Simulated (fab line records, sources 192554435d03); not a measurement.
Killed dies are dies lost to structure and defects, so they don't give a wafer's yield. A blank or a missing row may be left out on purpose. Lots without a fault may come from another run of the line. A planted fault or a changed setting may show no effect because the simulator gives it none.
Chamber matching | flow n5_finfet | N5_BEOL_M2_PRE_CLEAN_60 on cvd_co-01: 3 sister chambers
The step time 15 s. 6 wafers are shown with their chamber, then 12 later ones without.

WAFERS WITH THEIR CHAMBER
wafer  | chamber | heater_power_w (W)
L084.4 | 1       | 70
L085.1 | 0       | 105
L085.6 | 0       | 105
L087.2 | 2       | 110
L087.3 | 1       | 70
L087.6 | 2       | 105

WAFERS WITHOUT THEIR CHAMBER
wafer  | heater_power_w (W)
L089.2 | 107
L089.4 | 106
L089.6 | 70
L091.1 | 104
L091.2 | 68
L091.4 | 104
L094.2 | 108
L094.3 | 69
L094.5 | 109
L096.4 | 69
L096.5 | 107
L096.6 | 108

WHICH CHAMBER EACH WENT THROUGH
wafer  | from the rows above     | in truth
L089.2 | can't be placed: 2 or 0 | 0
L089.4 | can't be placed: 0 or 2 | 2
L089.6 | 1                       | 1
L091.1 | can't be placed: 0 or 2 | 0
L091.2 | 1                       | 1
L091.4 | can't be placed: 0 or 2 | 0
L094.2 | can't be placed: 2 or 0 | 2
L094.3 | 1                       | 1
L094.5 | can't be placed: 2 or 0 | 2
L096.4 | 1                       | 1
L096.5 | can't be placed: 2 or 0 | 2
L096.6 | can't be placed: 2 or 0 | 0
Placed correctly: 4 of 12. Can't be placed from these rows: 8 (the true chamber is among the candidates in 8). Placed wrongly: 0.
How it was worked out, from the rows above alone: a wafer's distance from a chamber is the root of the sum, over the readings, of the square of ((its reading less the chamber's mean) divided by the reading's scatter). The wafer belongs to the nearest chamber; if the next one is less than 2 further off, it can't be placed. A chamber's mean is the mean of its shown wafers. The scatter: the root of (the sum of the squares of (reading less its chamber's mean) over the shown wafers, divided by (wafers less chambers)).
